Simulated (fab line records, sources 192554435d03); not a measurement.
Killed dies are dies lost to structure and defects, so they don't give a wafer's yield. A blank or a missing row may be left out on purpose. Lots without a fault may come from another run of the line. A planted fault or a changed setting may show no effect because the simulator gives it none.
Which tool did it? | flow n5_finfet | 24 lots, 72 wafers sampled, at 6 steps of a route of 1938

WHAT THE GAUGES READ, wafer by wafer
The record holds no reading of a measuring or inspecting step that can be judged against a usual standard deviation.

WHICH TOOL RAN EACH LOT (tool, then ch and the chambers of the sampled wafers, then the start)
lot  | N5_BEOL_M2_VIA_ETCH_34             | N5_BEOL_M2_DEGAS_44          | N5_BEOL_M2_ANNEAL_82         | N5_BEOL_M2_SPUTTER_90        | N5_BEOL_M2_ANNEAL_91         | N5_BEOL_M2_ANNEAL_95
L075 | rie_diel-02 ch 0,2, day 6 16:57    | pvd_sputter-02, day 6 17:38  | pvd_sputter-01, day 6 19:10  | pvd_sputter-01, day 6 19:45  | pvd_sputter-01, day 6 19:50  | pvd_sputter-01, day 6 20:16
L074 | rie_diel-06 ch 0,2, day 6 17:41    | pvd_sputter-03, day 6 18:08  | pvd_sputter-02, day 6 19:19  | pvd_sputter-02, day 6 19:53  | pvd_sputter-02, day 6 19:58  | pvd_sputter-02, day 6 20:25
L076 | rie_diel-04 ch 0,1,2, day 6 21:47  | pvd_sputter-03, day 6 22:28  | pvd_sputter-03, day 6 23:38  | pvd_sputter-03, day 7 00:13  | pvd_sputter-03, day 7 00:17  | pvd_sputter-03, day 7 00:44
L077 | rie_diel-06 ch 0,3, day 7 08:17    | pvd_sputter-02, day 7 09:32  | pvd_sputter-03, day 7 10:46  | pvd_sputter-03, day 7 11:20  | pvd_sputter-03, day 7 11:25  | pvd_sputter-03, day 7 11:52
L078 | rie_diel-02 ch 0,1,3, day 7 15:12  | pvd_sputter-01, day 7 15:41  | pvd_sputter-02, day 7 16:52  | pvd_sputter-02, day 7 17:27  | pvd_sputter-02, day 7 17:32  | pvd_sputter-02, day 7 17:58
L079 | rie_diel-04 ch 2,3, day 7 23:51    | pvd_sputter-03, day 8 00:53  | pvd_sputter-01, day 8 02:17  | pvd_sputter-01, day 8 02:52  | pvd_sputter-01, day 8 02:57  | pvd_sputter-01, day 8 03:23
L080 | rie_diel-06 ch 2,3, day 7 23:53    | pvd_sputter-01, day 8 00:57  | pvd_sputter-03, day 8 02:23  | pvd_sputter-03, day 8 02:58  | pvd_sputter-03, day 8 03:03  | pvd_sputter-03, day 8 03:29
L081 | rie_diel-02 ch 0,3, day 8 12:23    | pvd_sputter-01, day 8 13:07  | pvd_sputter-01, day 8 14:12  | pvd_sputter-01, day 8 14:47  | pvd_sputter-01, day 8 14:52  | pvd_sputter-01, day 8 15:18
L083 | rie_diel-02 ch 2,3, day 8 15:18    | pvd_sputter-01, day 8 15:46  | pvd_sputter-01, day 8 16:50  | pvd_sputter-01, day 8 17:25  | pvd_sputter-01, day 8 17:29  | pvd_sputter-01, day 8 17:56
L082 | rie_diel-02 ch 0,1,3, day 8 15:40  | pvd_sputter-03, day 8 16:07  | pvd_sputter-01, day 8 18:40  | pvd_sputter-01, day 8 19:15  | pvd_sputter-01, day 8 19:20  | pvd_sputter-01, day 8 19:46
L084 | rie_diel-02 ch 0,3, day 8 18:11    | pvd_sputter-02, day 8 19:18  | pvd_sputter-01, day 8 20:38  | pvd_sputter-01, day 8 21:13  | pvd_sputter-01, day 8 21:17  | pvd_sputter-01, day 8 21:44
L085 | rie_diel-04 ch 1,2, day 9 04:13    | pvd_sputter-02, day 9 05:01  | pvd_sputter-02, day 9 08:11  | pvd_sputter-02, day 9 08:46  | pvd_sputter-02, day 9 08:50  | pvd_sputter-02, day 9 09:17
L086 | rie_diel-04 ch 0,1,3, day 9 13:16  | pvd_sputter-01, day 9 13:50  | pvd_sputter-01, day 9 15:02  | pvd_sputter-01, day 9 15:37  | pvd_sputter-01, day 9 15:41  | pvd_sputter-01, day 9 16:08
L087 | rie_diel-06 ch 1,2, day 9 16:10    | pvd_sputter-03, day 9 16:53  | pvd_sputter-03, day 9 18:17  | pvd_sputter-03, day 9 18:52  | pvd_sputter-03, day 9 18:56  | pvd_sputter-03, day 9 19:23
L090 | rie_diel-02 ch 0,2,3, day 10 07:43 | pvd_sputter-03, day 10 08:47 | pvd_sputter-03, day 10 10:01 | pvd_sputter-03, day 10 10:35 | pvd_sputter-03, day 10 10:40 | pvd_sputter-03, day 10 11:07
L088 | rie_diel-02 ch 0,1,3, day 10 08:47 | pvd_sputter-01, day 10 09:20 | pvd_sputter-02, day 10 10:24 | pvd_sputter-02, day 10 10:59 | pvd_sputter-02, day 10 11:04 | pvd_sputter-02, day 10 11:30
L091 | rie_diel-06 ch 1,2, day 10 14:46   | pvd_sputter-03, day 10 15:23 | pvd_sputter-02, day 10 16:32 | pvd_sputter-02, day 10 17:07 | pvd_sputter-02, day 10 17:12 | pvd_sputter-02, day 10 17:38
L089 | rie_diel-04 ch 0,2, day 10 18:00   | pvd_sputter-03, day 10 19:35 | pvd_sputter-02, day 10 20:52 | pvd_sputter-02, day 10 21:26 | pvd_sputter-02, day 10 21:31 | pvd_sputter-02, day 10 21:58
L092 | rie_diel-04 ch 1,2,3, day 10 19:32 | pvd_sputter-01, day 10 20:23 | pvd_sputter-03, day 10 21:30 | pvd_sputter-03, day 10 22:05 | pvd_sputter-03, day 10 22:10 | pvd_sputter-03, day 10 22:36
L093 | rie_diel-04 ch 0,2,3, day 11 05:44 | pvd_sputter-03, day 11 06:17 | pvd_sputter-03, day 11 07:22 | pvd_sputter-03, day 11 07:57 | pvd_sputter-03, day 11 08:02 | pvd_sputter-03, day 11 08:28
L094 | rie_diel-04 ch 0,3, day 11 09:49   | pvd_sputter-01, day 11 10:26 | pvd_sputter-03, day 11 11:32 | pvd_sputter-03, day 11 12:07 | pvd_sputter-03, day 11 12:11 | pvd_sputter-03, day 11 12:38
L095 | rie_diel-04 ch 0,1,2, day 11 19:11 | pvd_sputter-01, day 11 20:00 | pvd_sputter-02, day 11 21:10 | pvd_sputter-02, day 11 21:45 | pvd_sputter-02, day 11 21:50 | pvd_sputter-02, day 11 22:16
L096 | rie_diel-02 ch 0,1, day 12 07:55   | pvd_sputter-03, day 12 08:26 | pvd_sputter-01, day 12 09:36 | pvd_sputter-01, day 12 10:11 | pvd_sputter-01, day 12 10:16 | pvd_sputter-01, day 12 10:42
L097 | rie_diel-04 ch 1,2,3, day 12 11:06 | pvd_sputter-01, day 12 11:43 | pvd_sputter-01, day 12 12:48 | pvd_sputter-01, day 12 13:23 | pvd_sputter-01, day 12 13:28 | pvd_sputter-01, day 12 13:54
- N5_BEOL_M2_VIA_ETCH_34: etches the open film in C4F6/O2, target depth 69.4 nm, time 65.9 s.
- N5_BEOL_M2_DEGAS_44: time 60 s.
- N5_BEOL_M2_ANNEAL_82: time 240 s.
- N5_BEOL_M2_SPUTTER_90: material Cu, target thk 4.5 nm, time 8.29 s.
- N5_BEOL_M2_ANNEAL_91: time 240 s.
- N5_BEOL_M2_ANNEAL_95: time 240 s.

WHAT THE TOOLS THEMSELVES READ (means of the sampled wafers that have a number; where no wafer has one, the mark that the record gives instead)
N5_BEOL_M2_VIA_ETCH_34. Usual: O2_flow_sccm 10.004 sccm, standard deviation 0.028; drypump_motor_current_A 5.7 A, standard deviation 0.4; oes_f_703_au 0.76 a.u., standard deviation 0.076; oes_product_au 0.76 a.u., standard deviation 0.076; rf_vpp_V 661 V, standard deviation 11; showerhead_plenum_p_Torr 2.84 Torr, standard deviation 0.085; throttle_valve_pct 30.97 %, standard deviation 0.28.
lot  | tool        | O2_flow_sccm (sccm) | drypump_motor_current_A (A) | oes_f_703_au (a.u.) | oes_product_au (a.u.) | rf_vpp_V (V) | showerhead_plenum_p_Torr (Torr) | throttle_valve_pct (%) | flag
L075 | rie_diel-02 | 9.989               | 5.1                         | 0.78                | 0.78                  | 661          | 2.87                            | 31.03                  |
L074 | rie_diel-06 | 10.016              | 5.5                         | 0.73                | 0.71                  | 658          | 2.79                            | 31.08                  |
L076 | rie_diel-04 | 9.997               | 6.0                         | 0.80                | 0.82                  | 667          | 2.79                            | 30.69                  |
L077 | rie_diel-06 | 10.000              | 5.9                         | 0.69                | 0.68                  | 661          | 2.85                            | 31.28                  |
L078 | rie_diel-02 | 10.010              | 5.5                         | 0.83                | 0.82                  | 654          | 2.95                            | 31.04                  |
L079 | rie_diel-04 | 9.991               | 6.2                         | 0.72                | 0.73                  | 668          | 2.76                            | 30.75                  |
L080 | rie_diel-06 | 10.006              | 5.5                         | 0.72                | 0.71                  | 659          | 2.77                            | 31.30                  |
L081 | rie_diel-02 | 9.993               | 5.6                         | 0.87                | 0.85                  | 660          | 2.96                            | 31.01                  |
L083 | rie_diel-02 | 10.001              | 5.3                         | 0.78                | 0.76                  | 657          | 2.89                            | 30.85                  |
L082 | rie_diel-02 | 10.016              | 5.5                         | 0.82                | 0.81                  | 653          | 2.95                            | 31.04                  |
L084 | rie_diel-02 | 9.992               | 5.5                         | 0.86                | 0.86                  | 665          | 2.94                            | 31.21                  |
L085 | rie_diel-04 | 10.030              | 6.1                         | 0.77                | 0.77                  | 666          | 2.76                            | 30.58                  |
L086 | rie_diel-04 | 10.013              | 5.7                         | 0.78                | 0.79                  | 671          | 2.82                            | 30.89                  |
L087 | rie_diel-06 | 9.976               | 5.6                         | 0.72                | 0.71                  | 658          | 2.79                            | 31.22                  |
L090 | rie_diel-02 | 9.989               | 5.3                         | 0.79                | 0.79                  | 661          | 2.91                            | 31.05                  |
L088 | rie_diel-02 | 10.058              | 5.5                         | 0.81                | 0.79                  | 653          | 2.94                            | 31.06                  |
L091 | rie_diel-06 | 9.996               | 5.6                         | 0.71                | 0.70                  | 658          | 2.79                            | 31.24                  |
L089 | rie_diel-04 | 9.983               | 6.3                         | 0.71                | 0.73                  | 664          | 2.73                            | 30.70                  |
L092 | rie_diel-04 | 10.021              | 5.8                         | 0.76                | 0.76                  | 670          | 2.80                            | 30.79                  |
L093 | rie_diel-04 | 9.975               | 6.1                         | 0.71                | 0.72                  | 669          | 2.76                            | 30.90                  |
L094 | rie_diel-04 | 10.006              | 5.8                         | 0.71                | 0.72                  | 672          | 2.80                            | 31.07                  |
L095 | rie_diel-04 | 9.994               | 6.0                         | 0.76                | 0.77                  | 666          | 2.77                            | 30.73                  |
L096 | rie_diel-02 | 10.007              | 5.4                         | 0.75                | 0.74                  | 646          | 2.91                            | 31.13                  |
L097 | rie_diel-04 | 9.973               | 5.8                         | 0.74                | 0.74                  | 669          | 2.79                            | 30.80                  |

N5_BEOL_M2_DEGAS_44. Usual: heater_power_w 335 W, standard deviation 24.
lot  | tool           | heater_power_w (W) | flag
L075 | pvd_sputter-02 | 321                |
L074 | pvd_sputter-03 | 333                |
L076 | pvd_sputter-03 | 335                |
L077 | pvd_sputter-02 | 324                |
L078 | pvd_sputter-01 | 340                |
L079 | pvd_sputter-03 | 328                |
L080 | pvd_sputter-01 | 346                |
L081 | pvd_sputter-01 | 330                |
L083 | pvd_sputter-01 | 327                |
L082 | pvd_sputter-03 | 354                |
L084 | pvd_sputter-02 | 317                |
L085 | pvd_sputter-02 | 308                |
L086 | pvd_sputter-01 | 323                |
L087 | pvd_sputter-03 | 343                |
L090 | pvd_sputter-03 | 362                |
L088 | pvd_sputter-01 | 330                |
L091 | pvd_sputter-03 | 341                |
L089 | pvd_sputter-03 | 352                |
L092 | pvd_sputter-01 | 357                |
L093 | pvd_sputter-03 | 342                |
L094 | pvd_sputter-01 | 333                |
L095 | pvd_sputter-01 | 338                |
L096 | pvd_sputter-03 | 334                |
L097 | pvd_sputter-01 | 300                |

N5_BEOL_M2_ANNEAL_82. Usual: heater_power_w 827 W, standard deviation 62; susceptor_temp_C_max 401.1, standard deviation 0.38.
lot  | tool           | heater_power_w (W) | susceptor_temp_C_max | flag
L075 | pvd_sputter-01 | 850                | 401.2                |
L074 | pvd_sputter-02 | 806                | 401.2                |
L076 | pvd_sputter-03 | 868                | 400.8                |
L077 | pvd_sputter-03 | 832                | 401.0                |
L078 | pvd_sputter-02 | 770                | 401.1                |
L079 | pvd_sputter-01 | 824                | 401.2                |
L080 | pvd_sputter-03 | 848                | 401.0                |
L081 | pvd_sputter-01 | 831                | 401.0                |
L083 | pvd_sputter-01 | 855                | 401.4                |
L082 | pvd_sputter-01 | 850                | 401.5                |
L084 | pvd_sputter-01 | 788                | 400.8                |
L085 | pvd_sputter-02 | 810                | 401.0                |
L086 | pvd_sputter-01 | 807                | 401.0                |
L087 | pvd_sputter-03 | 899                | 400.6                |
L090 | pvd_sputter-03 | 870                | 400.5                |
L088 | pvd_sputter-02 | 798                | 401.4                |
L091 | pvd_sputter-02 | 807                | 401.2                |
L089 | pvd_sputter-02 | 803                | 401.3                |
L092 | pvd_sputter-03 | 857                | 400.8                |
L093 | pvd_sputter-03 | 871                | 400.9                |
L094 | pvd_sputter-03 | 882                | 401.1                |
L095 | pvd_sputter-02 | 810                | 401.1                |
L096 | pvd_sputter-01 | 817                | 401.0                |
L097 | pvd_sputter-01 | 853                | 401.2                |

N5_BEOL_M2_SPUTTER_90. Usual: chuck_gas_flow_sccm 1.27 sccm, standard deviation 0.046; throttle_valve_pct 29.5 %, standard deviation 1.1.
lot  | tool           | chuck_gas_flow_sccm (sccm) | throttle_valve_pct (%) | flag
L075 | pvd_sputter-01 | 1.30                       | 29.2                   |
L074 | pvd_sputter-02 | 1.24                       | 29.2                   |
L076 | pvd_sputter-03 | 1.26                       | 30.9                   |
L077 | pvd_sputter-03 | 1.25                       | 30.5                   |
L078 | pvd_sputter-02 | 1.25                       | 29.4                   |
L079 | pvd_sputter-01 | 1.29                       | 28.8                   |
L080 | pvd_sputter-03 | 1.30                       | 29.8                   |
L081 | pvd_sputter-01 | 1.30                       | 29.6                   |
L083 | pvd_sputter-01 | 1.26                       | 29.3                   |
L082 | pvd_sputter-01 | 1.28                       | 29.3                   |
L084 | pvd_sputter-01 | 1.26                       | 29.1                   |
L085 | pvd_sputter-02 | 1.19                       | 28.8                   |
L086 | pvd_sputter-01 | 1.28                       | 28.7                   |
L087 | pvd_sputter-03 | 1.31                       | 29.7                   |
L090 | pvd_sputter-03 | 1.29                       | 30.9                   |
L088 | pvd_sputter-02 | 1.29                       | 29.6                   |
L091 | pvd_sputter-02 | 1.34                       | 29.3                   |
L089 | pvd_sputter-02 | 1.32                       | 29.5                   |
L092 | pvd_sputter-03 | 1.27                       | 29.3                   |
L093 | pvd_sputter-03 | 1.29                       | 30.1                   |
L094 | pvd_sputter-03 | 1.29                       | 30.4                   |
L095 | pvd_sputter-02 | 1.32                       | 29.6                   |
L096 | pvd_sputter-01 | 1.29                       | 28.8                   |
L097 | pvd_sputter-01 | 1.24                       | 29.7                   |

N5_BEOL_M2_ANNEAL_91. Usual: heater_power_w 827 W, standard deviation 60; susceptor_temp_C_max 401.0, standard deviation 0.36.
lot  | tool           | heater_power_w (W) | susceptor_temp_C_max | flag
L075 | pvd_sputter-01 | 843                | 401.1                |
L074 | pvd_sputter-02 | 804                | 401.3                |
L076 | pvd_sputter-03 | 857                | 400.7                |
L077 | pvd_sputter-03 | 835                | 401.1                |
L078 | pvd_sputter-02 | 766                | 401.0                |
L079 | pvd_sputter-01 | 834                | 400.7                |
L080 | pvd_sputter-03 | 854                | 401.0                |
L081 | pvd_sputter-01 | 848                | 401.3                |
L083 | pvd_sputter-01 | 850                | 401.3                |
L082 | pvd_sputter-01 | 849                | 401.1                |
L084 | pvd_sputter-01 | 785                | 400.7                |
L085 | pvd_sputter-02 | 811                | 400.8                |
L086 | pvd_sputter-01 | 818                | 400.9                |
L087 | pvd_sputter-03 | 882                | 400.7                |
L090 | pvd_sputter-03 | 861                | 400.8                |
L088 | pvd_sputter-02 | 808                | 401.1                |
L091 | pvd_sputter-02 | 803                | 401.3                |
L089 | pvd_sputter-02 | 800                | 401.0                |
L092 | pvd_sputter-03 | 849                | 400.8                |
L093 | pvd_sputter-03 | 867                | 400.9                |
L094 | pvd_sputter-03 | 879                | 400.8                |
L095 | pvd_sputter-02 | 804                | 401.0                |
L096 | pvd_sputter-01 | 802                | 401.1                |
L097 | pvd_sputter-01 | 847                | 401.2                |

N5_BEOL_M2_ANNEAL_95. Usual: heater_power_w 827 W, standard deviation 62; susceptor_temp_C_max 401.0, standard deviation 0.35.
lot  | tool           | heater_power_w (W) | susceptor_temp_C_max | flag
L075 | pvd_sputter-01 | 845                | 400.9                |
L074 | pvd_sputter-02 | 802                | 401.0                |
L076 | pvd_sputter-03 | 866                | 400.9                |
L077 | pvd_sputter-03 | 814                | 401.0                |
L078 | pvd_sputter-02 | 766                | 401.1                |
L079 | pvd_sputter-01 | 817                | 400.9                |
L080 | pvd_sputter-03 | 848                | 401.5                |
L081 | pvd_sputter-01 | 830                | 400.9                |
L083 | pvd_sputter-01 | 854                | 401.1                |
L082 | pvd_sputter-01 | 867                | 401.1                |
L084 | pvd_sputter-01 | 780                | 401.0                |
L085 | pvd_sputter-02 | 816                | 401.0                |
L086 | pvd_sputter-01 | 817                | 401.1                |
L087 | pvd_sputter-03 | 874                | 400.8                |
L090 | pvd_sputter-03 | 866                | 400.7                |
L088 | pvd_sputter-02 | 804                | 401.2                |
L091 | pvd_sputter-02 | 791                | 401.1                |
L089 | pvd_sputter-02 | 803                | 401.1                |
L092 | pvd_sputter-03 | 857                | 401.3                |
L093 | pvd_sputter-03 | 877                | 400.8                |
L094 | pvd_sputter-03 | 883                | 400.7                |
L095 | pvd_sputter-02 | 797                | 401.1                |
L096 | pvd_sputter-01 | 824                | 400.6                |
L097 | pvd_sputter-01 | 849                | 401.0                |

THE ANSWER, worked out from the rows above alone
Rule: a lot is off if the mean of its wafers that have a number lies more than 3 standard deviations from the usual mean. A lot without any number at a reading at which 4 lots or more have one is off too. The other lots that the step has rows for count as sound. The gauges are gone through in route order, then the tools' own readings, and for those a lot's mean is taken as printed above. The first step at which some lot is off is used, and at that step the reading that is off furthest; a lot without a number counts as furthest.
No lot is off at any reading shown: from this, nothing can be told.

WHAT THE SIMULATOR HAD PUT IN
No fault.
